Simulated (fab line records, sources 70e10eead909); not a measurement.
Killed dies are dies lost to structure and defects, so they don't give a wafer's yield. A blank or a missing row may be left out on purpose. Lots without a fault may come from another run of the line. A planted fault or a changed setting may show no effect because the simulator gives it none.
Chamber matching | flow nand_harc | NHARC_A_STAIRCASE_CMP_450 on cmp-02: 4 sister chambers
The step polishes SiO2, target thk 200 nm. 18 wafers are shown with their chamber, then 9 later ones without.

WAFERS WITH THEIR CHAMBER
wafer  | chamber | motor_current_A (A) | slurry_filter_dp_kPa (kPa)
L076.1 | 0       | 12.0                | 13.26
L076.4 | 1       | 12.4                | 13.51
L076.6 | 3       | 12.8                | 13.80
L081.1 | 2       | 12.5                | 13.57
L081.4 | 3       | 13.1                | 13.46
L081.5 | 2       | 12.2                | 13.30
L083.2 | 1       | 12.8                | 13.37
L083.3 | 3       | 12.5                | 13.42
L083.5 | 1       | 12.6                | 13.52
L090.2 | 2       | 13.2                | 13.36
L090.3 | 0       | 11.9                | 13.47
L090.6 | 1       | 13.2                | 13.37
L089.1 | 0       | 12.8                | 13.47
L089.4 | 1       | 13.1                | 13.96
L089.5 | 3       | 12.9                | 13.41
L092.3 | 3       | 12.8                | 13.41
L092.5 | 1       | 12.5                | 13.26
L092.6 | 0       | 11.7                | 13.59

SIGNATURES (means of the wafers above)
reading              | chamber 0 | chamber 1 | chamber 2 | chamber 3 | scatter within a chamber
motor_current_A      | 12.100    | 12.767    | 12.633    | 12.820    | 0.373
slurry_filter_dp_kPa | 13.4475   | 13.4983   | 13.4100   | 13.5000   | 0.192
Rule: a wafer's distance from a chamber is the root of the sum, over the readings, of the square of ((its reading less the chamber's mean) divided by the reading's scatter). The wafer belongs to the nearest chamber; if the next one is less than 2 further off, it can't be placed. The scatter: the root of (the sum of the squares of (reading less its chamber's mean) over the shown wafers, divided by (wafers less chambers)).

WAFERS WITHOUT THEIR CHAMBER
wafer  | motor_current_A (A) | slurry_filter_dp_kPa (kPa)
L093.2 | 12.0                | 13.33
L093.4 | 12.4                | 13.63
L093.5 | 12.0                | 13.45
L096.3 | 12.5                | 13.77
L096.5 | 12.3                | 13.55
L096.6 | 12.7                | 13.57
L097.1 | 11.8                | 13.31
L097.5 | 12.4                | 13.50
L097.6 | 12.3                | 13.63

WHICH CHAMBER EACH WENT THROUGH
wafer  | from the rows above               | in truth
L093.2 | can't be placed: 0 or 2 or 1 or 3 | 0
L093.4 | can't be placed: 1 or 0 or 2 or 3 | 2
L093.5 | can't be placed: 0 or 2 or 1 or 3 | 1
L096.3 | can't be placed: 1 or 3 or 2 or 0 | 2
L096.5 | can't be placed: 0 or 2 or 1 or 3 | 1
L096.6 | can't be placed: 1 or 3 or 2 or 0 | 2
L097.1 | can't be placed: 0 or 2 or 1 or 3 | 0
L097.5 | can't be placed: 2 or 0 or 1 or 3 | 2
L097.6 | can't be placed: 0 or 1 or 2 or 3 | 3
Placed correctly: 0 of 9. Can't be placed from these rows: 9 (the true chamber is among the candidates in 9). Placed wrongly: 0.
